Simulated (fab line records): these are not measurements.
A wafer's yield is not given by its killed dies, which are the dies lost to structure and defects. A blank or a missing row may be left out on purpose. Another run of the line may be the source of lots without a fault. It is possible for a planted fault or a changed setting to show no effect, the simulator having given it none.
fab line records	flow n5_finfet
record: lots: 5	wafers: 15	last_day: 19
route steps=1938 shown SD_EPI_N@265 BEOL_M4@1111 PASSIVATION@1936
lots untouched by any fault: they come from a run of this same line in which no faults occurred
start_h: hours from the record's first day to the start of the lot's first wafer shown	wait_h: hours from the lot's prior step to this one	" as in the row above	L1.1+2: a row that stands for several wafers	- no value, or no start given	* or withheld: withheld	< > ~ a bound
route shown NAME@n: a module of which the file shows steps, and the number in the route of the first	usual: the fault-free wafers' mean and standard deviation	same: alike in all rows	chamber/n: place in a boat	sites: each site's reading	_std_site: standard deviation across them	_edge_site: inner sites' mean taken away from outer sites' mean	radius_mm: how far each site lies from the wafer's centre	mask NAME#n: copy n	behind: the tool/chamber that last shaped the wafer	hold: the reason the lot was held/the length of the hold in hours/how it ended	device: the transistor (n, p or np) that didn't switch	end of line: tests of these same wafers at the route's end	for a step that has no rows: nothing shown but its recipe	killed: at the first sort, the dies lost to defects and structure; wafer yield is something else	map: per-die view of a wafer (x killed, . not killed, _ where there is no die)
set.NAME: the run value of the setting; set.NAME@STEP: its run value at that earlier step	model.NAME: the simulator's own value behind a step, which no gauge read
a table for each step, a row for each wafer; lots at some steps of the route
services: a tool's chamber out of use, with start hour (start_h, from the record's first day; less than 0 if before it), hours out, and reason
== steps ==
step: N5_SD_EPI_N_EBR_05
recipe: solvent: PGMEA	ebr_width_mm: 1.5
step: N5_SD_EPI_N_SOFTBAKE_04
recipe: temp_c: 110	time_s: 60	resist: CAR-ArF-block
step: N5_SD_EPI_N_EXPOSE_06
recipe: mask_id: SD_N_BLK	na: 1.35	source_shape: conventional	sigma_outer: 0.8	polarization: unpolarized	target_cd_nm: 120	dose_mj: 39.75
step: N5_SD_EPI_N_PEB_07
recipe: peb_temp_c: 110	peb_time_s: 60	resist: CAR-ArF-block
step: N5_SD_EPI_N_DEVELOP_08
recipe: develop_time_s: 30	developer: TMAH	resist: CAR-ArF-block	dev_temp_c: 23	rinse_liquid: diw	dry: air_spin
step: N5_SD_EPI_N_CD_MEAS_09
recipe: target_cd_nm: 120	landing_energy_ev: 500	detector: se_inlens
usual: cd_nm: 119.7/0.57
lot.wafer	tool	chamber	start_h	wait_h	cd_nm
L571.1	cd_sem-02	0	61.39	-	120.5
L571.4	"	0	"	"	120.7
L571.6	"	0	"	"	121.0
L573.2	cd_sem-02	0	73.02	-	120.1
L573.3	"	0	"	"	119.6
L573.4	"	0	"	"	119.5
L585.1	cd_sem-01	0	144.81	-	119.9
L585.3	"	0	"	"	119.6
L585.5	"	0	"	"	120.6
L588.2	cd_sem-02	0	162.01	-	120.4
L588.3	"	0	"	"	119.2
L588.6	"	0	"	"	120.1
L589.3	cd_sem-01	0	170.30	-	119.5
L589.5	"	0	"	"	119.8
L589.6	"	0	"	"	119.8
step: N5_SD_EPI_N_OVL_MEAS_10
recipe: points_per_wafer: 44
usual: SD_N_BLK_OVL: -0.6/0.67
lot.wafer	tool	chamber	start_h	wait_h	SD_N_BLK_OVL[nm]
L571.1	overlay-02	0	61.42	0.0	0.8
L571.4	"	0	"	"	0.1
L571.6	"	0	"	"	-1.2
L573.2	overlay-02	0	73.05	0.0	-0.7
L573.3	"	0	"	"	0.3
L573.4	"	0	"	"	-0.6
L585.1	overlay-01	0	144.84	0.0	-1.1
L585.3	"	0	"	"	-0.6
L585.5	"	0	"	"	-0.6
L588.2	overlay-01	0	162.04	0.0	0.2
L588.3	"	0	"	"	-1.0
L588.6	"	0	"	"	0.0
L589.3	overlay-02	0	170.33	0.0	-0.5
L589.5	"	0	"	"	-1.4
L589.6	"	0	"	"	-0.2
step: N5_SD_EPI_N_INSPECT_11
recipe: mode: adi	inspect_instrument: macro
usual: raw_defect_count: 2.0/1.4
lot.wafer	tool	chamber	start_h	wait_h	raw_defect_count
L571.1	defect_inspect-02	-	61.44	0.0	1
L571.4	"	-	"	"	1
L571.6	"	-	"	"	4
L573.2	defect_inspect-01	-	73.08	0.0	0
L573.3	"	-	"	"	2
L573.4	"	-	"	"	1
L585.1	defect_inspect-02	-	144.87	0.0	1
L585.3	"	-	"	"	4
L585.5	"	-	"	"	1
L588.2	defect_inspect-01	-	162.06	0.0	2
L588.3	"	-	"	"	0
L588.6	"	-	"	"	2
L589.3	defect_inspect-02	-	170.35	0.0	0
L589.5	"	-	"	"	0
L589.6	"	-	"	"	0
step: N5_SD_EPI_N_DESCUM_14
recipe: chemistry: O2	time_s: 7.9	source_power_w: 50	bias_power_w: 20	pressure_mtorr: 20	rf_frequency_hz: 2.712e+07	temp_c: 40	resist: CAR-ArF-block	o2_flow_sccm: 225
usual: bias_power_w: 19.99/0.062	drypump_motor_current_A: 5.6/0.38	oes_product_au: 0.76/0.074	rf_vpp_V: 242.8/1.2	showerhead_plenum_p_Torr: 2.07/0.057	throttle_valve_pct: 20.58/0.27
lot.wafer	tool	chamber	start_h	wait_h	bias_power_w	drypump_motor_current_A	oes_product_au	rf_hours_counter_h	rf_vpp_V	showerhead_plenum_p_Torr	throttle_valve_pct
L571.1	rie_diel-03	3	61.48	0.0	19.96	5.3	0.73	165	244.0	2.09	20.31
L571.4	"	1	"	"	20.02	5.5	0.72	194	242.0	2.08	20.86
L571.6	"	0	"	"	20.15	5.7	0.77	-	242.6	2.01	20.60
L573.2	rie_diel-06	0	73.11	0.0	19.93	5.7	0.73	218	242.7	2.07	20.65
L573.3	"	1	"	"	19.95	5.8	0.80	102	242.4	2.02	20.50
L573.4	"	3	"	"	20.04	4.9	0.72	204	243.7	2.07	20.95
L585.1	rie_diel-03	1	144.90	0.0	19.96	5.5	0.69	225	242.5	2.07	20.91
L585.3	"	3	"	"	19.97	5.3	0.71	196	243.8	2.07	20.37
L585.5	"	2	"	"	19.99	5.8	0.95	-	244.9	2.23	20.25
L588.2	rie_diel-06	0	162.38	0.3	20.06	5.7	0.71	241	241.2	2.06	20.69
L588.3	"	1	"	"	20.00	5.8	0.76	133	240.7	2.01	20.56
L588.6	"	3	"	"	19.97	4.9	0.69	-	241.6	2.06	20.97
L589.3	rie_diel-06	1	170.82	0.5	19.99	5.8	0.77	137	241.3	2.01	20.57
L589.5	"	3	"	"	20.05	4.9	0.69	-	243.5	2.06	20.99
L589.6	"	2	"	"	19.93	5.5	0.81	-	243.8	2.11	20.21
step: N5_SD_EPI_N_ETCH_34
recipe: chemistry: CF4	target: SiARC	target_depth_a: 455	mask_material: CAR-ArF-block	time_s: 75.8	ion_energy_ev: 80	pressure_mtorr: 40	source_w: 545	bias_w: 36	Ar_flow_sccm: 100	cf4_flow_sccm: 100	ends: cleared
usual: drypump_motor_current_A: 5.6/0.39	etch_rf_on_time_s: 75.9/0.86	oes_product_au: 0.65/0.064	rf_vpp_V: 183.9/1.1	showerhead_plenum_p_Torr: 2.12/0.056	throttle_valve_pct: 15.77/0.26
lot.wafer	tool	chamber	start_h	wait_h	drypump_motor_current_A	etch_rf_on_time_s	oes_product_au	rf_hours_counter_h	rf_vpp_V	showerhead_plenum_p_Torr	throttle_valve_pct
L571.1	rie_diel-03	3	61.51	0.0	5.3	77.1	0.63	165	185.3	2.13	15.53
L571.4	"	1	"	"	5.5	75.6	0.62	194	184.0	2.12	15.97
L571.6	"	0	"	"	5.7	76.7	0.66	-	183.3	2.07	15.77
L573.2	rie_diel-06	0	73.15	0.0	5.7	75.7	0.62	218	184.3	2.12	15.89
L573.3	"	1	"	"	5.8	76.3	0.69	102	183.1	2.07	15.70
L573.4	"	3	"	"	4.9	77.2	0.61	204	185.5	2.12	16.08
L585.1	rie_diel-03	1	144.94	0.0	5.5	76.2	0.59	225	183.8	2.11	16.03
L585.3	"	3	"	"	5.3	76.2	0.61	196	184.2	2.12	15.60
L585.5	"	2	"	"	5.8	74.4	0.82	-	187.2	2.28	15.42
L588.2	rie_diel-06	0	162.42	0.0	5.7	73.8	0.61	241	184.3	2.11	15.93
L588.3	"	1	"	"	5.8	75.5	0.66	133	184.4	2.06	15.77
L588.6	"	3	"	"	4.9	75.8	0.60	-	184.5	2.11	16.13
L589.3	rie_diel-06	1	170.85	0.0	5.8	75.6	0.66	137	183.1	2.06	15.77
L589.5	"	3	"	"	4.9	76.5	0.59	-	183.8	2.11	16.15
L589.6	"	2	"	"	5.5	76.4	0.69	-	184.4	2.16	15.40
step: N5_SD_EPI_N_ETCH_35
recipe: chemistry: N2/H2	target: SOC	overetch_a: 1080	mask_material: SiARC	temp_c: 40	ion_energy_ev: 100	source_w: 3000	bias_w: 133	pressure_mtorr: 20	time_s: 486	n2_flow_sccm: 200	h2_flow_sccm: 200
usual: drypump_motor_current_A: 5.6/0.39	oes_product_au: 0.68/0.065	rf_vpp_V: 240.5/1.1	showerhead_plenum_p_Torr: 2.51/0.07	throttle_valve_pct: 24.07/0.26
lot.wafer	tool	chamber	start_h	wait_h	drypump_motor_current_A	oes_product_au	rf_hours_counter_h	rf_vpp_V	showerhead_plenum_p_Torr	throttle_valve_pct
L571.1	rie_diel-03	3	61.57	0.0	5.3	0.67	166	241.5	2.53	23.67
L571.4	"	1	"	"	5.5	0.64	194	241.4	2.52	24.27
L571.6	"	0	"	"	5.7	0.69	-	239.7	2.45	24.16
L573.2	rie_diel-06	0	73.20	0.0	5.7	0.64	218	240.4	2.51	24.00
L573.3	"	1	"	"	5.8	0.71	102	239.4	2.45	23.88
L573.4	"	3	"	"	4.9	0.65	204	240.5	2.51	24.47
L585.1	rie_diel-03	1	144.99	0.0	5.5	0.62	225	241.4	2.50	24.32
L585.3	"	3	"	"	5.3	0.64	196	241.2	2.52	23.72
L585.5	"	2	"	"	5.8	0.85	-	242.6	2.71	23.80
L588.2	rie_diel-06	0	162.47	0.0	5.7	0.63	241	240.4	2.50	24.03
L588.3	"	1	"	"	5.8	0.69	134	239.3	2.44	23.92
L588.6	"	3	"	"	4.9	0.63	-	240.7	2.50	24.51
L589.3	rie_diel-06	1	170.91	0.0	5.8	0.69	137	239.9	2.44	23.93
L589.5	"	3	"	"	4.9	0.62	-	240.6	2.50	24.49
L589.6	"	2	"	"	5.5	0.73	-	241.6	2.57	23.92
step: N5_SD_EPI_N_STRIP_36
recipe: chemistry: N2/H2	temp_c: 40	n2_flow_sccm: 200	h2_flow_sccm: 200	rf_frequency_hz: 6e+07
step: N5_SD_EPI_N_ETCHBACK_44
recipe: chemistry: CH3F/O2	mode: anisotropic_etchback	target: SiNx	target_depth_a: 145	stop_on: SiO2	over_etch_frac: 0.3	ion_energy_ev: 120	pressure_mtorr: 30	source_w: 395	bias_w: 73	Ar_flow_sccm: 150	CH3F_flow_sccm: 30	O2_flow_sccm: 20
usual: drypump_motor_current_A: 5.6/0.39	oes_f_703_au: 0.77/0.071	oes_product_au: 0.65/0.061	over_etch_frac: 0.3/0	rf_vpp_V: 296.0/3	showerhead_plenum_p_Torr: 1.98/0.054	throttle_valve_pct: 16.50/0.27
lot.wafer	tool	chamber	start_h	wait_h	drypump_motor_current_A	oes_f_703_au	oes_product_au	over_etch_frac	rf_hours_counter_h	rf_vpp_V	showerhead_plenum_p_Torr	throttle_valve_pct	model.SiARC_of_SD_EPI_N_COAT_33.thk_nm
L571.1	rie_diel-03	3	61.89	0.0	5.3	0.74	0.63	0.3	166	297.6	1.99	16.22	16.2
L571.4	"	1	"	"	5.5	0.73	0.62	0.3	195	297.1	1.98	16.71	16
L571.6	"	0	"	"	5.7	0.79	0.67	0.3	-	290.0	1.92	16.49	16.4
L573.2	rie_diel-06	0	73.53	0.0	5.7	0.73	0.62	0.3	218	297.9	1.98	16.63	15.8
L573.3	"	1	"	"	5.8	0.80	0.68	0.3	103	292.5	1.94	16.47	16
L573.4	"	3	"	"	4.9	0.72	0.61	0.3	204	300.2	1.99	16.86	16.2
L585.1	rie_diel-03	1	145.32	0.0	5.5	0.71	0.60	0.3	226	295.7	1.97	16.79	16.2
L585.3	"	3	"	"	5.3	0.71	0.57	0.48828	196	297.3	1.98	16.27	15.6
L585.5	"	2	"	"	5.8	0.95	0.80	0.3	-	296.2	2.13	16.14	15.8
L588.2	rie_diel-06	0	162.80	0.0	5.7	0.71	0.61	0.3	241	298.7	1.97	16.66	15.8
L588.3	"	1	"	"	5.8	0.77	0.66	0.3	134	294.3	1.93	16.50	16.2
L588.6	"	3	"	"	4.9	0.70	0.60	0.3	-	299.2	1.98	16.92	16.2
L589.3	rie_diel-06	1	171.23	0.0	5.8	0.77	0.66	0.3	137	294.8	1.93	16.52	16.2
L589.5	"	3	"	"	4.9	0.70	0.60	0.3	-	299.3	1.98	16.92	16.2
L589.6	"	2	"	"	5.5	0.81	0.70	0.3	-	295.3	2.01	16.16	16.2
step: N5_SD_EPI_N_ETCH_45
recipe: chemistry: CH3F/O2	target: SiOCN	target_depth_a: 60	mask_material: SOC	ion_energy_ev: 60	bias_w: 29	pressure_mtorr: 15	source_w: 410	Ar_flow_sccm: 150	CH3F_flow_sccm: 30	O2_flow_sccm: 20
usual: drypump_motor_current_A: 5.6/0.39	oes_product_au: 0.76/0.074	rf_vpp_V: 127.3/1	showerhead_plenum_p_Torr: 1.97/0.055	throttle_valve_pct: 23.47/0.28
lot.wafer	tool	chamber	start_h	wait_h	drypump_motor_current_A	oes_product_au	rf_hours_counter_h	rf_vpp_V	showerhead_plenum_p_Torr	throttle_valve_pct
L571.1	rie_diel-03	3	61.99	0.1	5.3	0.74	166	124.8	1.98	23.14
L571.4	"	1	"	"	5.5	0.73	195	128.2	1.98	23.66
L571.6	"	0	"	"	5.7	0.77	-	126.0	1.92	23.44
L573.2	rie_diel-06	0	73.63	0.1	5.7	0.73	218	127.6	1.98	23.57
L573.3	"	1	"	"	5.8	0.80	103	126.1	1.93	23.47
L573.4	"	3	"	"	4.9	0.72	204	128.2	1.98	23.87
L585.1	rie_diel-03	1	145.42	0.1	5.5	0.70	226	127.8	1.97	23.70
L585.3	"	3	"	"	5.3	0.71	196	128.4	1.97	23.16
L585.5	"	2	"	"	5.8	0.95	-	129.0	2.13	23.17
L588.2	rie_diel-06	0	162.90	0.1	5.7	0.71	241	126.3	1.97	23.59
L588.3	"	1	"	"	5.8	0.76	134	127.5	1.92	23.52
L588.6	"	3	"	"	4.9	0.70	-	127.2	1.97	23.92
L589.3	rie_diel-06	1	171.33	0.1	5.8	0.77	137	126.0	1.92	23.53
L589.5	"	3	"	"	4.9	0.70	-	125.4	1.97	23.94
L589.6	"	2	"	"	5.6	0.81	-	127.9	2.01	23.10
step: N5_SD_EPI_N_ETCH_16
recipe: chemistry: CHF3/O2	target: SiO2	target_depth_a: 50	mask_material: SOC	pressure_mtorr: 30	source_w: 650	bias_w: 170	Ar_flow_sccm: 200	CHF3_flow_sccm: 50	O2_flow_sccm: 5	ion_energy_ev: 200
usual: CHF3_flow_sccm: 49.98/0.16	drypump_motor_current_A: 5.6/0.39	oes_f_703_au: 0.77/0.07	oes_product_au: 0.76/0.075	rf_vpp_V: 521/5.1	showerhead_plenum_p_Torr: 2.39/0.063	throttle_valve_pct: 19.06/0.27
lot.wafer	tool	chamber	start_h	wait_h	CHF3_flow_sccm	drypump_motor_current_A	oes_f_703_au	oes_product_au	rf_hours_counter_h	rf_vpp_V	showerhead_plenum_p_Torr	throttle_valve_pct	model.SiARC_of_SD_EPI_N_COAT_33.thk_nm
L571.1	rie_diel-03	3	62.09	0.1	49.94	5.3	0.73	0.73	166	523	2.39	18.76	12.6
L571.4	"	1	"	"	49.79	5.4	0.74	0.72	195	522	2.39	19.25	12.4
L571.6	"	0	"	"	50.25	5.7	0.79	0.76	-	513	2.32	19.05	13
L573.2	rie_diel-06	0	73.73	0.1	50.15	5.7	0.72	0.73	218	528	2.39	19.16	12.2
L573.3	"	1	"	"	50.22	5.8	0.79	0.80	103	521	2.34	19.05	12.6
L573.4	"	3	"	"	49.84	4.9	0.72	0.72	204	530	2.39	19.42	12.8
L585.1	rie_diel-03	1	145.52	0.1	49.85	5.5	0.71	0.69	226	519	2.37	19.30	12.6
L585.3	"	3	"	"	49.90	5.3	0.72	0.71	196	523	2.38	18.83	12.2
L585.5	"	2	"	"	49.82	5.8	0.94	0.94	-	523	2.56	18.75	12.2
L588.2	rie_diel-06	0	163.00	0.1	49.96	5.7	0.72	0.70	241	526	2.38	19.19	12.4
L588.3	"	1	"	"	49.86	5.8	0.77	0.77	134	521	2.33	19.12	12.6
L588.6	"	3	"	"	49.88	4.9	0.70	0.69	-	528	2.38	19.49	12.8
L589.3	rie_diel-06	1	171.43	0.1	50.16	5.8	0.77	0.77	137	519	2.32	19.10	12.6
L589.5	"	3	"	"	50.09	4.9	0.70	0.69	-	529	2.38	19.47	12.6
L589.6	"	2	"	"	49.99	5.6	0.80	0.81	-	520	2.43	18.68	12.8
step: N5_SD_EPI_N_STRIP_47
recipe: chemistry: CHF3/O2	resist: SiARC	rf_frequency_hz: 6e+07
step: N5_BEOL_M4_RC_MEAS_101
usual: DIBL_N: 35.9/1.2	DIBL_P: 35.9/1.4	IOFF_N: 0.149/0.02	IOFF_P: 0.205/0.022	ION_N: 671/8.8	ION_P: 461/5.9	SS_N: 71.4/0.51	SS_P: 73.2/0.56	VT_N: 250.6/2.5	VT_P: -250.1/2.3
lot.wafer	tool	chamber	start_h	wait_h	DIBL_N[mV/V]	DIBL_P[mV/V]	IOFF_N[nA/um]	IOFF_P[nA/um]	ION_N[uA/um]	ION_P[uA/um]	SS_N[mV/dec]	SS_P[mV/dec]	VT_N[mV]	VT_P[mV]
L571.1	prober-01	0	214.54	0.0	35.4	35.2	0.150	0.226	679	467	71.5	73.6	250.6	-247.0
L571.4	"	0	"	"	34.0	32.7	0.126	0.195	665	465	70.9	72.5	250.8	-249.1
L571.6	"	0	"	"	35.3	34.4	0.140	0.218	668	462	71.5	73.9	251.1	-248.7
L573.2	prober-02	0	243.28	0.2	32.6	34.0	0.103	0.159	651	451	70.6	72.6	256.5	-254.8
L573.3	"	0	"	"	34.8	36.4	0.135	0.187	664	457	71.1	73.7	253.1	-252.8
L573.4	"	0	"	"	34.6	36.9	0.135	0.195	658	457	70.8	73.1	253.8	-250.5
L588.2	prober-01	0	303.12	0.2	34.4	34.8	0.139	0.190	667	464	70.9	72.5	251.4	-251.3
L588.3	"	0	"	"	35.3	35.6	0.150	0.207	666	463	71.2	73.3	250.8	-247.9
L588.6	"	0	"	"	36.6	37.3	0.185	0.233	665	460	72.6	73.6	249.1	-248.8
L589.3	prober-02	0	330.95	0.3	38.5	38.4	0.196	0.252	682	464	72.2	74.3	245.5	-247.5
L589.5	"	0	"	"	37.3	37.1	0.175	0.231	689	475	71.8	73.5	244.6	-248.9
L589.6	"	0	"	"	36.9	36.3	0.155	0.206	675	459	71.9	73.7	251.0	-249.2
L585.1	prober-02	0	332.63	0.0	36.0	36.0	0.159	0.209	675	463	71.5	72.9	249.9	-249.6
L585.3	"	0	"	"	36.4	35.6	0.175	0.209	679	461	71.9	73.6	248.8	-249.5
L585.5	"	0	"	"	34.8	34.5	0.142	0.197	674	462	71.1	73.8	251.0	-250.2
step: N5_PASSIVATION_PROBE_49
usual: defect_limited_yield: 91.1/1.4	killed_at_M0_to_M3: 34/10	killed_at_M4_up: 14/5.5	killed_at_contacts: 12/5.1	killed_at_front_end: 41/12	killed_at_other: 4/3.1	killed_dies: 105/17	killed_open: 70/13	killed_short: 33/7.6	sort_bin_5_function: 5.3/0.98	sort_bin_6_memory: 3.3/0.67	sort_n_pass: 1075/17	sort_yield_pct: 91.1/1.4
same: gross_dies: 1180	killed_at_back_side: 0	sort_bin_4_leakage[%]: 0	sort_bin_8_speed[%]: 0
lot.wafer	tool	chamber	start_h	wait_h	defect_limited_yield[%]	killed_at_M0_to_M3	killed_at_M4_up	killed_at_contacts	killed_at_front_end	killed_at_other	killed_dies	killed_open	killed_short	sort_bin_5_function[%]	sort_bin_6_memory[%]	sort_n_pass	sort_yield_pct[%]
L571.1	prober-01	-	326.08	0.0	90.8	34	20	10	44	1	109	71	37	5.8	3.5	1071	90.8
L571.4	prober-01	-	326.23	0.2	92.6	25	19	12	27	4	87	63	24	4.7	2.2	1093	92.6
L571.6	prober-01	-	326.33	0.3	91.7	35	14	6	32	11	98	54	44	4.8	2.9	1082	91.7
L573.2	prober-01	-	345.27	0.1	90.9	29	5	10	55	8	107	71	36	6.2	2.5	1073	90.9
L573.3	prober-01	-	345.32	0.1	93.2	19	7	2	44	8	80	48	27	4.3	2.2	1100	93.2
L573.4	prober-01	-	345.37	0.2	90.3	28	13	16	51	7	115	80	32	6.0	3.5	1065	90.3
L588.2	prober-01	-	411.92	0.1	89.2	46	12	8	54	7	127	81	46	6.9	3.5	1053	89.2
L588.3	prober-01	-	411.97	0.1	91.3	36	10	13	36	8	103	64	38	5.4	3.0	1077	91.3
L588.6	prober-01	-	412.12	0.3	90.7	40	23	9	36	2	110	79	30	6.0	3.2	1070	90.7
L585.1	prober-02	-	452.13	0.0	91.9	28	15	18	29	6	96	65	30	4.3	3.4	1084	91.9
L585.3	prober-02	-	452.23	0.1	91.9	37	8	13	26	11	95	64	30	4.5	3.3	1085	91.9
L585.5	prober-02	-	452.33	0.2	93.0	29	5	16	30	3	83	59	23	4.2	2.6	1097	93.0
killed by level:class
L571.1 BEOL_M0_SAQP:geometric_particle:short=15 BEOL_M0_SAQP:geometric_particle:open=13 STI_FIN_REVEAL:geometric_particle:open=10 BEOL_M4:geometric_particle:open=10 FIN_SAQP:geometric_particle:open=9 MOL_CONTACT_COAG:geometric_particle:open=8 GATE_CUT:geometric_particle:short=4 FIN_SAQP:geometric_particle:short=3
L571.4 BEOL_M4:geometric_particle:open=12 MOL_CONTACT_COAG:geometric_particle:open=11 BEOL_M0_SAQP:geometric_particle:open=9 STI_FIN_REVEAL:geometric_particle:open=6 FIN_SAQP:geometric_particle:open=5 BEOL_M0_SAQP:geometric_particle:short=4 BEOL_M0:geometric_particle:short=4 FIN_SAQP:geometric_particle:short=3
L571.6 BEOL_M0_SAQP:geometric_particle:short=14 BEOL_M0_SAQP:geometric_particle:open=11 DUMMY_GATE:geometric_particle:open=6 PAD_METAL:geometric_particle:short=6 SPACER0:geometric_particle:open=5 BEOL_M4:geometric_particle:open=5 FIN_SAQP:geometric_particle:open=4 MOL_CONTACT_COAG:geometric_particle:open=4
L573.2 STI_FIN_REVEAL:geometric_particle:open=16 FIN_SAQP:geometric_particle:open=8 MOL_CONTACT_COAG:geometric_particle:open=8 BEOL_M0_SAQP:geometric_particle:short=8 FIN_SAQP:geometric_particle:short=7 BEOL_M1:geometric_particle:open=7 BEOL_M0_SAQP:geometric_particle:open=7 GATE_CUT:geometric_particle:short=6
L573.3 FIN_SAQP:geometric_particle:open=7 FIN_SAQP:geometric_particle:short=6 PASS1_CAP:geometric_particle:open=5 STI_FIN_REVEAL:geometric_particle:open=5 BEOL_M1:geometric_particle:open=5 DUMMY_GATE:geometric_particle:open=4 ILD0:geometric_particle:open=4 BEOL_M0_SAQP:geometric_particle:short=4
L573.4 FIN_SAQP:geometric_particle:open=19 MOL_CONTACT_COAG:geometric_particle:open=14 STI_FIN_REVEAL:geometric_particle:open=8 BEOL_M3:geometric_particle:open=7 BEOL_M0_SAQP:geometric_particle:short=6 FIN_SAQP:geometric_particle:short=5 BEOL_M2:geometric_particle:open=4 BEOL_M1:geometric_particle:short=4
L588.2 FIN_SAQP:geometric_particle:short=12 BEOL_M3:geometric_particle:open=12 FIN_SAQP:geometric_particle:open=11 BEOL_M0_SAQP:geometric_particle:short=8 STI_FIN_REVEAL:geometric_particle:open=8 BEOL_M2:geometric_particle:open=8 MOL_CONTACT_COAG:geometric_particle:open=7 BEOL_M1:geometric_particle:open=6
L588.3 MOL_CONTACT_COAG:geometric_particle:open=12 BEOL_M2:geometric_particle:open=9 STI_FIN_REVEAL:geometric_particle:open=8 GATE_CUT:geometric_particle:short=7 BEOL_M3:geometric_particle:open=6 BEOL_M1:geometric_particle:open=6 BEOL_M1:geometric_particle:short=5 BEOL_M4:geometric_particle:open=5
L588.6 BEOL_M4:geometric_particle:open=14 BEOL_M2:geometric_particle:open=10 STI_FIN_REVEAL:geometric_particle:open=7 MOL_CONTACT_COAG:geometric_particle:open=7 BEOL_M1:geometric_particle:open=7 BEOL_M0_SAQP:geometric_particle:open=6 BEOL_M3:geometric_particle:open=6 BEOL_M4:geometric_particle:short=5
L585.1 MOL_CONTACT_COAG:geometric_particle:open=16 FIN_SAQP:geometric_particle:short=9 BEOL_M2:geometric_particle:open=8 FIN_SAQP:geometric_particle:open=6 BEOL_M8:geometric_particle:open=5 BEOL_M3:geometric_particle:open=4 STI_FIN_REVEAL:geometric_particle:open=4 BEOL_M0_SAQP:geometric_particle:open=4
L585.3 BEOL_M2:geometric_particle:open=13 FIN_SAQP:geometric_particle:open=12 BEOL_M0_SAQP:geometric_particle:open=9 MOL_CONTACT_COAG:geometric_particle:open=8 MOL_CONTACT_COAG:geometric_particle:short=5 BEOL_M0_SAQP:geometric_particle:short=5 BEOL_M3:geometric_particle:open=5 BEOL_M4:geometric_particle:open=5
L585.5 MOL_CONTACT_COAG:geometric_particle:open=14 FIN_SAQP:geometric_particle:open=13 BEOL_M0_SAQP:geometric_particle:short=8 BEOL_M1:geometric_particle:open=6 FIN_SAQP:geometric_particle:short=5 BEOL_M0_SAQP:geometric_particle:open=5 STARTING-WAFER:geometric_particle:open=4 STI_FIN_REVEAL:geometric_particle:open=3
== services ==
tool	chamber	start_h	hours	kind
rie_diel-06	0	64.39	4.9	repair
rie_diel-03	2	92.45	-	clean
rie_diel-03	2	92.45	-	consumable_replace:focus_ring
rie_diel-03	2	92.45	-	consumable_replace:showerhead
rie_diel-03	2	92.45	16.9	scheduled_down
rie_diel-03	2	92.45	16.9	vent_cycle
rie_diel-03	2	170.07	2.4	repair
== key ==
first_sign: step: N5_SD_EPI_N_ETCHBACK_44	reading: over_etch_frac	direction: up	sigmas: 99+	usual: 0.3	struck: 0.48828
effect none on later readings
model_effect: step: N5_SD_EPI_N_ETCHBACK_44	value: SiARC_of_SD_EPI_N_COAT_33.thk_nm	without: 16.2	struck: 15.6
model_effect: step: N5_SD_EPI_N_ETCH_16	value: SiARC_of_SD_EPI_N_COAT_33.thk_nm	without: 12.8	struck: 12.2
met_at N5_SD_EPI_N_ETCHBACK_44
struck_wafers L585.3
onset_between 61.89 145.32
fault: kind: process_parameter_drift	tool: rie_diel-03	chamber: 3	onset_h: 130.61	steps: N5_SD_EPI_N_ETCHBACK_44	channel: over_etch_frac	offset: 0.18828	shape: step	end_h: 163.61	acts_in: these_recipes_only	stated: 0.3
